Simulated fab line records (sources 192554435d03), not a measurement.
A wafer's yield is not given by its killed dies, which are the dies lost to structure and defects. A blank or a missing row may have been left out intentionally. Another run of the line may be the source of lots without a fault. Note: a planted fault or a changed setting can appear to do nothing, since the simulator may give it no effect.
fab line records	flow n5-finfet
record lots=7	wafers=39
route steps=1938 shown FIN_SAQP@96 SD_EPI_N@278 HKMG_FIN@438 MOL_CONTACT_COAG@608
start-h: start of the lot's first displayed wafer, in hours after the record's first day	wait-h: time in hours since the lot's previous step	" repeats the value in the row above	L1.1+2: a single row standing in for several wafers	- no value, or no start given	* or withheld: withheld	< > ~ a bound
route shown NAME@n: a module of which the file shows steps, and the number in the route of the first	usual: mean and standard deviation over wafers with no fault	same: alike in all rows	chamber/n: place in a boat	sites: readings site by site	_std_site: standard deviation across them	_edge_site: mean of outer sites minus mean of inner sites	radius-mm: for every site, how far away it sits from the centre of the wafer	mask NAME#n: copy n	behind: the most recent tool/chamber to have shaped the wafer	hold: why the lot went on hold/how many hours it stayed there/how the hold came to an end	device: the n, p or np transistor that did not switch	end of line: the tests these same wafers got at the end of their route	a step without rows: its recipe alone	killed: count of dies lost to structure and defects at first sort (not the wafer's yield)	map: the dies of a wafer, with x for killed, . for not killed, _ for no die there
set.NAME: the setting that was run; set.NAME@STEP: the one run at that earlier step	model.NAME: the simulator's own value behind a step, which no gauge read
lots with deliberately changed settings; one table per step, one row per wafer
## steps
# step N5_FIN_SAQP_HM_DEP_03
# recipe material=SiNx	target-thk-a=380	temp-c=400	precursor=SiH4/NH3/N2	pressure-torr=1.5	rf-w=300	time-s=33.6
lot.wafer	tool	chamber	start-h	wait-h	set.target-thk-a	model.SiNx_of_FIN_SAQP_HM_DEP_03.thk-nm
L078.1	pecvd-02	2	44.98	0.2	462.6	44.85
L078.2	"	1	"	"	380	37.31
L078.3	"	0	"	"	462.6	45.36
L078.4	"	0	"	"	462.6	46.35
L078.5	"	2	"	"	380	37.04
L078.6	"	1	"	"	380	37.74
L079.1	pecvd-03	0	50.64	0.2	380	37.77
L079.2	"	1	"	"	380	37.68
L079.3	"	2	"	"	380	37.81
L079.4	"	1	"	"	380	37.96
L079.5	"	2	"	"	380	38.2
L079.6	"	0	"	"	380	38.21
L084.1	pecvd-02	0	83.19	0.2	441.3	43.81
L084.2	"	2	"	"	380	37.07
L084.3	"	1	"	"	380	37.61
L084.4	"	1	"	"	441.3	44.35
L084.5	"	2	"	"	441.3	43.74
L084.6	"	0	"	"	380	37.95
L088.1	pecvd-01	1	106.12	0.2	169.4	16.06
L088.2	"	0	"	"	380	37.58
L088.3	"	2	"	"	380	37.73
L088.4	"	1	"	"	169.4	16.51
L088.5	"	2	"	"	169.4	17.34
L088.6	"	0	"	"	380	37.97
L091.1	pecvd-03	0	123.33	0.2	380	38.16
L091.2	"	2	"	"	380	37.49
L091.3	"	1	"	"	380	38.12
L091.4	"	0	"	"	380	38.69
L091.5	"	2	"	"	380	37.91
L091.6	"	1	"	"	380	38.64
L095.1	pecvd-02	0	147.53	0.2	380	37
L095.2	"	2	"	"	380	37.43
L095.3	"	1	"	"	380	38.05
L095.4	"	2	"	"	380	38.11
L095.5	"	1	"	"	380	37.93
L095.6	"	0	"	"	380	37.63
L097.2	pecvd-01	2	158.88	0.2	380	37.14
L097.3	"	1	"	"	380	37.26
L097.4	"	0	"	"	380	38.13
# step N5_FIN_SAQP_THK_MEAS_05
# usual thk-nm=38.0/0.52
lot.wafer	tool	chamber	start-h	wait-h	set.target-thk-a@FIN_SAQP_HM_DEP_03	thk-nm
L078.1	film-metro-02	-	45.07	0.1	462.6	44.9
L078.2	"	-	"	"	380	37.4
L078.3	"	-	"	"	462.6	45.3
L078.4	"	-	"	"	462.6	46.4
L078.5	"	-	"	"	380	37.0
L078.6	"	-	"	"	380	37.8
L079.1	film-metro-01	-	50.73	0.1	380	37.7
L079.2	"	-	"	"	380	37.6
L079.3	"	-	"	"	380	37.8
L079.4	"	-	"	"	380	38.0
L079.5	"	-	"	"	380	38.2
L079.6	"	-	"	"	380	38.2
L084.1	film-metro-01	-	83.28	0.1	441.3	43.8
L084.2	"	-	"	"	380	37.1
L084.3	"	-	"	"	380	37.6
L084.4	"	-	"	"	441.3	44.3
L084.5	"	-	"	"	441.3	43.7
L084.6	"	-	"	"	380	37.9
L088.1	film-metro-01	-	106.21	0.1	169.4	16.1
L088.2	"	-	"	"	380	37.6
L088.3	"	-	"	"	380	37.8
L088.4	"	-	"	"	169.4	16.5
L088.5	"	-	"	"	169.4	17.3
L088.6	"	-	"	"	380	38.0
L091.1	film-metro-01	-	123.41	0.1	380	38.2
L091.2	"	-	"	"	380	37.5
L091.3	"	-	"	"	380	38.1
L091.4	"	-	"	"	380	38.7
L091.5	"	-	"	"	380	38.0
L091.6	"	-	"	"	380	38.7
L095.1	film-metro-02	-	147.61	0.1	380	37.0
L095.2	"	-	"	"	380	37.4
L095.3	"	-	"	"	380	38.0
L095.4	"	-	"	"	380	38.1
L095.5	"	-	"	"	380	38.0
L095.6	"	-	"	"	380	37.6
L097.2	film-metro-02	-	158.96	0.1	380	37.2
L097.3	"	-	"	"	380	37.3
L097.4	"	-	"	"	380	38.1
# step N5_FIN_SAQP_SPACER1_ALD_24
# recipe material=SiO2	target-thk-a=203	temp-c=300	ald-precursor-family=BDEAS	ald-co-reactant=O2-plasma	pulse-time-s=1	purge-time-s=2	co-reactant-purge-time-s=2	ald-cycles=218	pressure-torr=2
lot.wafer	tool	chamber	start-h	wait-h	set.ald-cycles	model.SiO2_of_FIN_SAQP_SPACER1_ALD_24.thk-nm
L078.1+2+4	ald-sin-01	3,0,2	46.97	0.3	274	25.4
L078.3	"	1	"	"	218	20.4
L078.5+6	"	1,2	"	"	218	20.2
L079.1+4+6	ald-sin-04	1,3,3	52.61	0.3	218	20.2
L079.2+3+5	"	2,0,0	"	"	134	12.4
L084.1+4	ald-sin-03	1,2	85.82	0.5	218	20.2
L084.2	"	3	"	"	285	26.6
L084.3+5	"	0	"	"	285	26.4
L084.6	"	1	"	"	218	20.4
L088.1	ald-sin-01	2	108.14	0.3	218	20.2
L088.2+6	"	0,3	"	"	218	20.4
L088.3+4+5	"	3,1,0	"	"	124	11.6
L091.1+2+4	ald-sin-04	3,2,1	125.34	0.3	278	26
L091.3+5+6	"	0,0,1	"	"	218	20.4
L095.1+4	ald-sin-04	3,2	149.57	0.3	338	31.6
L095.2+6	"	0,3	"	"	218	20.4
L095.3	"	1	"	"	338	31.4
L095.5	"	2	"	"	218	20.2
L097.2+3	ald-sin-03	1,3	160.88	0.3	218	20.4
L097.4	"	2	"	"	218	20.2
# step N5_FIN_SAQP_SPACER1_ETCHBACK_25
# recipe chemistry=CHF3/O2	mode=anisotropic-etchback	target=SiO2	target-depth-a=244	time-s=12.2	pressure-mtorr=30	source-w=650	bias-w=170	Ar_flow_sccm=200	CHF3_flow_sccm=50	O2_flow_sccm=5	ion-energy-ev=200
# step N5_FIN_SAQP_MANDREL1_REMOVE_56
# recipe chemistry=HBr/Cl2/O2	bt-time-s=10	target=a-Si	stop-on=SiNx	endpoint=OES-SiCl	over-etch-frac=1	icp-w=600	bias-w=22	HBr_flow_sccm=150	Cl2_flow_sccm=80	O2_flow_sccm=5	pressure-mtorr=10
lot.wafer	tool	chamber	start-h	wait-h	set.ald-cycles@FIN_SAQP_SPACER1_ALD_24	model.FIN_SAQP.cd-nm
L078.1	rie-si-03	3	47.78	0.1	274	25.4
L078.2	"	2	"	"	274	25.6
L078.3+5	"	0	"	"	218	20.4
L078.4	"	1	"	"	274	25.2
L078.6	"	3	"	"	218	20.2
L079.1+4+6	rie-si-03	3,2,2	53.41	0.1	218	20.2
L079.2+3+5	"	0,1,3	"	"	134	12.4
L084.1	rie-si-06	2	86.63	0.1	218	20.2
L084.2	"	0	"	"	285	26.6
L084.3+5	"	3,0	"	"	285	26.4
L084.4+6	"	1	"	"	218	20.4
L088.1+2+6	rie-si-06	3,1,2	108.95	0.1	218	20.2
L088.3	"	2	"	"	124	11.4
L088.4+5	"	0,1	"	"	124	11.6
L091.1+2+4	rie-si-01	2,1,0	126.15	0.1	278	25.8
L091.3+6	"	3	"	"	218	20.4
L091.5	"	0	"	"	218	20.2
L095.1	rie-si-06	2	150.38	0.1	338	31.6
L095.2+6	"	3,2	"	"	218	20.4
L095.3	"	1	"	"	338	31.4
L095.4	"	0	"	"	338	31.8
L095.5	"	3	"	"	218	20.2
L097.2+4	rie-si-06	1,2	161.74	0.1	218	20.2
L097.3	"	0	"	"	218	20.4
# step N5_FIN_SAQP_CD_MEAS_27
# recipe target-cd-nm=20	landing-energy-ev=1000	detector=se-inlens	polarity=line
# usual cd-nm=20.23/0.26
lot.wafer	tool	chamber	start-h	wait-h	set.ald-cycles@FIN_SAQP_SPACER1_ALD_24	cd-nm
L078.1	cd-sem-03	0	47.89	0.1	274	25.11
L078.2	"	0	"	"	274	25.32
L078.3	"	0	"	"	218	20.02
L078.4	"	0	"	"	274	25.18
L078.5	"	0	"	"	218	20.42
L078.6	"	0	"	"	218	20.27
L079.1	cd-sem-01	0	53.52	0.1	218	20.03
L079.2	"	0	"	"	134	12.55
L079.3	"	0	"	"	134	12.08
L079.4	"	0	"	"	218	20.14
L079.5	"	0	"	"	134	12.63
L079.6	"	0	"	"	218	19.71
L084.1	cd-sem-03	0	86.74	0.1	218	20.33
L084.2	"	0	"	"	285	26.38
L084.3	"	0	"	"	285	26.45
L084.4	"	0	"	"	218	20.36
L084.5	"	0	"	"	285	26.35
L084.6	"	0	"	"	218	20.59
L088.1	cd-sem-02	0	109.06	0.1	218	20.17
L088.2	"	0	"	"	218	19.87
L088.3	"	0	"	"	124	11.94
L088.4	"	0	"	"	124	11.77
L088.5	"	0	"	"	124	11.34
L088.6	"	0	"	"	218	20.06
L091.1	cd-sem-02	0	126.26	0.1	278	25.90
L091.2	"	0	"	"	278	25.95
L091.3	"	0	"	"	218	20.46
L091.4	"	0	"	"	278	25.75
L091.5	"	0	"	"	218	19.94
L091.6	"	0	"	"	218	20.26
L095.1	cd-sem-02	0	150.49	0.1	338	31.47
L095.2	"	0	"	"	218	20.64
L095.3	"	0	"	"	338	31.53
L095.4	"	0	"	"	338	31.63
L095.5	"	0	"	"	218	20.51
L095.6	"	0	"	"	218	20.50
L097.2	cd-sem-02	0	161.85	0.1	218	20.01
L097.3	"	0	"	"	218	20.76
L097.4	"	0	"	"	218	20.10
# step N5_FIN_SAQP_ETCH_57
# recipe chemistry=CH3F/O2	target=SiNx	mask-material=SiO2	target-depth-a=325	time-s=46.4	pressure-mtorr=30	source-w=395	bias-w=73	Ar_flow_sccm=150	CH3F_flow_sccm=30	O2_flow_sccm=20	ion-energy-ev=120	ends=cleared
# step N5_FIN_SAQP_ETCH_65
# recipe chemistry=CF4	target=SiO2	target-depth-a=40	ion-energy-ev=350	time-s=4.4	pressure-mtorr=10	icp-w=800	bias-w=400	cf4-flow-sccm=80
# step N5_FIN_SAQP_MANDREL2_REMOVE_60
# recipe chemistry=HBr/Cl2/O2	bt-time-s=10	target=a-Si	stop-on=SiNx	endpoint=OES-SiCl	over-etch-frac=1	icp-w=600	bias-w=22	HBr_flow_sccm=150	Cl2_flow_sccm=80	O2_flow_sccm=5	pressure-mtorr=10
# step N5_FIN_SAQP_HM_OPEN_33
# recipe chemistry=CH3F/O2	target=SiNx	mask-material=SiO2	target-depth-a=494	time-s=70.6	pressure-mtorr=30	source-w=395	bias-w=73	Ar_flow_sccm=150	CH3F_flow_sccm=30	O2_flow_sccm=20	ion-energy-ev=120	ends=cleared
# usual etch-rf-on-time-s=69.3/1.6
lot.wafer	tool	chamber	start-h	wait-h	set.target-thk-a@FIN_SAQP_HM_DEP_03	etch-rf-on-time-s	model.etch.depth-nm
L078.1	rie-diel-06	1	50.21	0.2	462.6	80.1	44.18
L078.2	"	0	"	"	380	69.0	36.68
L078.3	"	2	"	"	462.6	82.8	44.73
L078.4	"	3	"	"	462.6	87.0	45.68
L078.5	"	1	"	"	380	65.9	36.37
L078.6	"	2	"	"	380	67.7	37.12
L079.1	rie-diel-06	2	55.33	0.3	380	68.2	37.14
L079.2	"	3	"	"	380	70.1	37.01
L079.3	"	1	"	"	380	67.8	37.19
L079.4	"	0	"	"	380	68.8	37.29
L079.5	"	2	"	"	380	69.2	37.57
L079.6	"	1	"	"	380	67.7	37.54
L084.1	rie-diel-06	0	88.67	0.2	441.3	81.3	43.19
L084.2	"	2	"	"	380	67.1	36.4
L084.3	"	3	"	"	380	70.5	36.98
L084.4	"	1	"	"	441.3	80.5	43.72
L084.5	"	2	"	"	441.3	79.2	43.11
L084.6	"	3	"	"	380	70.9	37.28
L088.1	rie-diel-06	3	110.65	0.0	169.4	28.8	15.17
L088.2	"	2	"	"	380	68.2	36.87
L088.3	"	1	"	"	380	67.5	37.1
L088.4	"	0	"	"	169.4	29.7	15.88
L088.5	"	1	"	"	169.4	30.5	16.71
L088.6	"	0	"	"	380	70.3	37.35
L091.1	rie-diel-04	0	127.85	0.0	380	71.7	37.53
L091.2	"	3	"	"	380	68.0	36.87
L091.3	"	1	"	"	380	69.9	37.49
L091.4	"	2	"	"	380	68.8	37.93
L091.5	"	2	"	"	380	67.4	37.28
L091.6	"	1	"	"	380	70.3	37.88
L095.1	rie-diel-05	2	152.29	0.0	380	69.2	36.37
L095.2	"	1	"	"	380	69.1	36.76
L095.3	"	0	"	"	380	68.2	37.38
L095.4	"	3	"	"	380	71.9	37.49
L095.5	"	0	"	"	380	67.7	37.3
L095.6	"	1	"	"	380	69.4	36.95
L097.2	rie-diel-04	1	163.67	0.2	380	68.1	36.52
L097.3	"	0	"	"	380	70.5	36.64
L097.4	"	2	"	"	380	67.9	37.46
# step N5_FIN_SAQP_ETCH_34
# recipe chemistry=C4F6/O2	target=SiO2	target-depth-a=450	time-s=15	ion-energy-ev=250	pressure-mtorr=30	source-w=345	bias-w=185	Ar_flow_sccm=300	C4F6_flow_sccm=10	O2_flow_sccm=10	ends=cleared
# step N5_FIN_SAQP_STRIP_77
# recipe chemistry=N2/H2	time-s=90	power-w=100	temp-c=40	pressure-mtorr=100	rf-frequency-hz=6e+07	bias-power-w=3	n2-flow-sccm=300	h2-flow-sccm=300
# step N5_FIN_SAQP_ETCH_64
# recipe chemistry=CF4	target=SiO2	target-depth-a=15	ion-energy-ev=350	pressure-mtorr=10	icp-w=800	bias-w=400	cf4-flow-sccm=80
# step N5_FIN_SAQP_FIN_ETCH_36
# recipe chemistry=HBr/Cl2/O2	target-depth-a=1200	mask-material=SiNx	time-s=50.4	bias-w=102	pressure-mtorr=10	icp-w=800	HBr_flow_sccm=150	Cl2_flow_sccm=80	O2_flow_sccm=12
lot.wafer	tool	chamber	start-h	wait-h	set.target-thk-a@FIN_SAQP_HM_DEP_03	model.SiNx_of_FIN_SAQP_HM_DEP_03.thk-nm
L078.1	rie-si-01	2	50.49	0.0	462.6	28.4
L078.2	"	3	"	"	380	20.2
L078.3	"	1	"	"	462.6	28.8
L078.4	"	0	"	"	462.6	29.2
L078.5	"	2	"	"	380	20.6
L078.6	"	1	"	"	380	21.2
L079.1+2	rie-si-03	1,3	55.61	0.0	380	20.8
L079.3	"	2	"	"	380	21.6
L079.4	"	0	"	"	380	21
L079.5+6	"	0,3	"	"	380	21.2
L084.1+4+5	rie-si-06	1,2,1	88.95	0.0	441.3	27.4
L084.2	"	3	"	"	380	20.4
L084.3	"	0	"	"	380	20.6
L084.6	"	0	"	"	380	20.8
L088.1	rie-si-01	1	110.94	0.0	169.4	0
L088.2	"	3	"	"	380	20.4
L088.3	"	0	"	"	380	20.6
L088.4	"	2	"	"	169.4	0.2
L088.5	"	1	"	"	169.4	0.6
L088.6	"	0	"	"	380	21
L091.1	rie-si-03	3	128.14	0.0	380	21.4
L091.2	"	0	"	"	380	20.6
L091.3	"	2	"	"	380	22
L091.4+6	"	1,0	"	"	380	21.6
L091.5	"	1	"	"	380	20.8
L095.1	rie-si-03	0	152.58	0.0	380	20
L095.2	"	1	"	"	380	20.4
L095.3	"	2	"	"	380	21.8
L095.4	"	3	"	"	380	21.4
L095.5	"	2	"	"	380	21.6
L095.6	"	3	"	"	380	21.2
L097.2	rie-si-03	1	163.95	0.0	380	20.2
L097.3	"	0	"	"	380	20.4
L097.4	"	2	"	"	380	21.6
# step N5_SD_EPI_N_ETCH_45
# recipe chemistry=CH3F/O2	target=SiOCN	target-depth-a=60	mask-material=SOC	ion-energy-ev=60	bias-w=29	pressure-mtorr=15	source-w=410	Ar_flow_sccm=150	CH3F_flow_sccm=30	O2_flow_sccm=20
lot.wafer	tool	chamber	start-h	wait-h	set.target-depth-a	model.etch.depth-nm
L078.1+2	rie-diel-04	3,1	73.04	0.1	60	6.004
L078.3	"	2	"	"	39.8	4.061
L078.4	"	0	"	"	39.8	3.875
L078.5	"	3	"	"	60	6.054
L078.6	"	0	"	"	39.8	3.844
L079.1	rie-diel-05	2	78.69	0.1	60	5.942
L079.2	"	0	"	"	46.42	4.816
L079.3	"	1	"	"	60	5.957
L079.4	"	0	"	"	46.42	4.79
L079.5	"	1	"	"	46.42	4.583
L079.6	"	2	"	"	60	5.889
L084.1	rie-diel-04	1	111.80	0.1	24.5	2.451
L084.2	"	3	"	"	24.5	2.456
L084.3	"	0	"	"	24.5	2.377
L084.4	"	2	"	"	60	6.175
L084.5	"	2	"	"	60	6.21
L084.6	"	1	"	"	60	6.024
L088.1	rie-diel-06	2	135.68	0.1	73.58	7.42
L088.2	"	0	"	"	60	5.904
L088.3	"	3	"	"	60	5.916
L088.4	"	3	"	"	60	5.852
L088.5	"	0	"	"	73.58	7.243
L088.6	"	2	"	"	73.58	7.365
L091.1	rie-diel-05	1	150.07	0.1	60	5.903
L091.2	"	3	"	"	60	5.746
L091.3	"	0	"	"	60	6.051
L091.4	"	2	"	"	60	5.744
L091.5	"	2	"	"	60	5.822
L091.6	"	3	"	"	60	5.778
L095.1	rie-diel-05	0	176.43	0.1	60	6.178
L095.2	"	1	"	"	60	5.895
L095.3	"	2	"	"	60	5.86
L095.4	"	3	"	"	36.71	3.532
L095.5	"	0	"	"	36.71	3.742
L095.6	"	1	"	"	36.71	3.633
L097.2	rie-diel-04	2	190.43	0.1	60	6.087
L097.3	"	3	"	"	60	6.011
L097.4	"	0	"	"	60	5.742
# step N5_HKMG_FIN_ETCH_35
# recipe chemistry=N2/H2	target=SOC	target-depth-a=2158	ion-energy-ev=65	bias-w=5	source-w=3000	time-s=243.4	pressure-mtorr=30	n2-flow-sccm=200	h2-flow-sccm=200
lot.wafer	tool	chamber	start-h	wait-h	set.target-depth-a	model.HKMG_FIN.feature-depth-nm	model.etch.depth-nm	model.SOC_of_HKMG_FIN_COAT_29.thk-nm
L078.1	rie-diel-05	2	99.01	0.0	2158	208	208	92.2
L078.2	"	0	"	"	3325	342	342	0
L078.3	"	1	"	"	2158	215.8	215.7	83.6
L078.4	"	1	"	"	3325	331.4	331.3	0
L078.5	"	2	"	"	3325	318.2	318.2	0
L078.6	"	0	"	"	2158	221.2	221.2	78.2
L079.1	rie-diel-06	2	105.01	0.0	2158	221.2	221.1	77.6
L079.2	"	3	"	"	2158	215.2	215.2	83.8
L079.3	"	1	"	"	2158	224.2	224.2	75.2
L079.4	"	0	"	"	2158	216.6	216.6	82
L079.5	"	1	"	"	2158	226	226.1	72.2
L079.6	"	0	"	"	2158	216.4	216.5	82.6
L084.1	rie-diel-06	3	137.40	0.0	1360	135.2	135.1	165.2
L084.2	"	2	"	"	1360	137.4	137.4	163.2
L084.3	"	0	"	"	2158	212.8	212.8	87.6
L084.4	"	2	"	"	2158	217.6	217.6	82.8
L084.5	"	3	"	"	1360	135.2	135.1	164.6
L084.6	"	0	"	"	2158	215	214.9	84.4
L088.1	rie-diel-04	1	161.58	0.0	2158	208.4	208.3	91.8
L088.2	"	0	"	"	2158	205.2	205.2	93.8
L088.3	"	3	"	"	2786	280.2	280.3	20
L088.4	"	2	"	"	2786	284.2	284.1	16.8
L088.5	"	0	"	"	2158	206.4	206.4	93
L088.6	"	1	"	"	2786	272.4	272.3	27.8
L091.1	rie-diel-06	2	177.98	0.0	1744	176.8	176.9	122.2
L091.2	"	0	"	"	1744	173.8	173.8	126.4
L091.3	"	3	"	"	2158	224.8	224.8	75
L091.4	"	1	"	"	2158	221.6	221.6	79.2
L091.5	"	0	"	"	2158	216.8	216.8	83.2
L091.6	"	3	"	"	1744	181.8	181.8	117.8
L095.1	rie-diel-05	2	203.16	0.0	2944	282.4	282.3	17.4
L095.2	"	3	"	"	2158	204.2	204.1	95.6
L095.3	"	0	"	"	2944	302.8	302.8	0
L095.4	"	1	"	"	2158	211.6	211.6	88.6
L095.5	"	1	"	"	2944	289.2	289.1	10.4
L095.6	"	2	"	"	2158	208.6	208.6	91
L097.2	rie-diel-04	2	216.25	0.0	2158	222.4	222.5	78.6
L097.3	"	3	"	"	2158	219.2	219.2	81.8
L097.4	"	1	"	"	2158	212.2	212.2	88.2
# step N5_HKMG_FIN_STRIP_92
# recipe chemistry=N2/H2	material=SOC	time-s=20	power-w=500	temp-c=40	pressure-mtorr=50	rf-frequency-hz=6e+07	bias-power-w=8	h2-frac=0.5	n2-flow-sccm=300	h2-flow-sccm=300
lot.wafer	tool	chamber	start-h	wait-h	set.target-depth-a@HKMG_FIN_ETCH_35	model.SOC_of_HKMG_FIN_COAT_29.thk-nm
L078.1	rie-diel-05	2	99.15	0.1	2158	82.4
L078.2+4+5	"	0,1,2	"	"	3325	0
L078.3	"	1	"	"	2158	73.4
L078.6	"	0	"	"	2158	67.8
L079.1	rie-diel-06	2	105.16	0.1	2158	67.2
L079.2	"	3	"	"	2158	73.8
L079.3	"	1	"	"	2158	65
L079.4	"	0	"	"	2158	71.8
L079.5	"	1	"	"	2158	61.8
L079.6	"	0	"	"	2158	72.4
L084.1	rie-diel-06	3	137.55	0.1	1360	154.8
L084.2	"	2	"	"	1360	152.8
L084.3	"	0	"	"	2158	77.2
L084.4	"	2	"	"	2158	72.4
L084.5	"	3	"	"	1360	154.4
L084.6	"	0	"	"	2158	74
L088.1	rie-diel-04	1	161.73	0.1	2158	81.6
L088.2	"	0	"	"	2158	83.8
L088.3	"	3	"	"	2786	9.4
L088.4	"	2	"	"	2786	6.2
L088.5	"	0	"	"	2158	83
L088.6	"	1	"	"	2786	17.6
L091.1	rie-diel-06	2	178.13	0.1	1744	111.6
L091.2	"	0	"	"	1744	115.8
L091.3	"	3	"	"	2158	64.2
L091.4	"	1	"	"	2158	68.8
L091.5	"	0	"	"	2158	72.8
L091.6	"	3	"	"	1744	107
L095.1	rie-diel-05	2	203.31	0.1	2944	7.4
L095.2	"	3	"	"	2158	85.8
L095.3	"	0	"	"	2944	0
L095.4	"	1	"	"	2158	78.4
L095.5	"	1	"	"	2944	0.2
L095.6	"	2	"	"	2158	81.2
L097.2	rie-diel-04	2	216.40	0.1	2158	68.2
L097.3	"	3	"	"	2158	71.6
L097.4	"	1	"	"	2158	78.2
# step N5_MOL_CONTACT_COAG_ALD_133
# recipe material=SiO2	target-thk-a=50	temp-c=100	ald-precursor-family=BDEAS	ald-co-reactant=O2-plasma	pulse-time-s=1	co-reactant-pulse-time-s=1	purge-time-s=2	co-reactant-purge-time-s=2	ald-cycles=35	pressure-torr=2
lot.wafer	tool	chamber	start-h	wait-h	set.ald-cycles	model.SiO2_of_MOL_CONTACT_COAG_ALD_133.thk-nm
L078.1+2+3+4+5+6	ald-sin-04	3,2,0,1,3,2	124.26	0.1	35	5
L079.1+2+3+4+5+6	ald-sin-04	1,3,2,0,2,3	130.04	0.1	35	5
L084.1+3+4	ald-sin-01	3,0,1	163.19	0.1	35	5
L084.2+5+6	"	2,2,3	"	"	55	7.8
L088.1+4+6	ald-sin-01	0,3,3	193.38	0.1	35	5
L088.2+3+5	"	2,1,0	"	"	52	7.4
L091.1+2+5	ald-sin-04	3,1,0	205.01	0.1	35	5
L091.3+4+6	"	2,0,3	"	"	42	6
L095.1+4+6	ald-sin-03	1,0,0	228.18	0.1	18	2.6
L095.2+3+5	"	2,3,3	"	"	35	5
L097.2+3+4	ald-sin-01	3,2,0	239.78	0.1	35	5
## key
split step=N5_FIN_SAQP_HM_DEP_03	setting=target-thk-a	stated=380	by=wafer
response step=N5_FIN_SAQP_HM_DEP_03	reading=model.SiNx_of_FIN_SAQP_HM_DEP_03.thk-nm	change=+0.382	per=1%	r=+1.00
response step=N5_FIN_SAQP_THK_MEAS_05	reading=thk-nm	change=*	per=1%	r=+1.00
response step=N5_FIN_SAQP_HM_OPEN_33	reading=etch-rf-on-time-s	change=*	per=1%	r=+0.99
response step=N5_FIN_SAQP_HM_OPEN_33	reading=model.etch.depth-nm	change=+0.382	per=1%	r=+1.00
response step=N5_FIN_SAQP_FIN_ETCH_36	reading=model.SiNx_of_FIN_SAQP_HM_DEP_03.thk-nm	change=+0.373	per=1%	r=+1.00
split step=N5_FIN_SAQP_SPACER1_ALD_24	setting=ald-cycles	stated=218	by=wafer
response step=N5_FIN_SAQP_SPACER1_ALD_24	reading=model.SiO2_of_FIN_SAQP_SPACER1_ALD_24.thk-nm	change=+0.203	per=1%	r=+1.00
response step=N5_FIN_SAQP_MANDREL1_REMOVE_56	reading=model.FIN_SAQP.cd-nm	change=+0.202	per=1%	r=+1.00
response step=N5_FIN_SAQP_CD_MEAS_27	reading=cd-nm	change=+0.197	per=1%	r=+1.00
split step=N5_SD_EPI_N_ETCH_45	setting=target-depth-a	stated=60	by=wafer
response step=N5_SD_EPI_N_ETCH_45	reading=model.etch.depth-nm	change=+0.0615	per=1%	r=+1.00
split step=N5_HKMG_FIN_ETCH_35	setting=target-depth-a	stated=2158	by=wafer
response step=N5_HKMG_FIN_ETCH_35	reading=model.HKMG_FIN.feature-depth-nm	change=+2.22	per=1%	r=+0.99
response step=N5_HKMG_FIN_ETCH_35	reading=model.etch.depth-nm	change=+2.22	per=1%	r=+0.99
response step=N5_HKMG_FIN_ETCH_35	reading=model.SOC_of_HKMG_FIN_COAT_29.thk-nm	change=-1.96	per=1%	r=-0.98
response step=N5_HKMG_FIN_STRIP_92	reading=model.SOC_of_HKMG_FIN_COAT_29.thk-nm	change=-1.87	per=1%	r=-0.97
split step=N5_MOL_CONTACT_COAG_ALD_133	setting=ald-cycles	stated=35	by=wafer
response step=N5_MOL_CONTACT_COAG_ALD_133	reading=model.SiO2_of_MOL_CONTACT_COAG_ALD_133.thk-nm	change=+0.0493	per=1%	r=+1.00
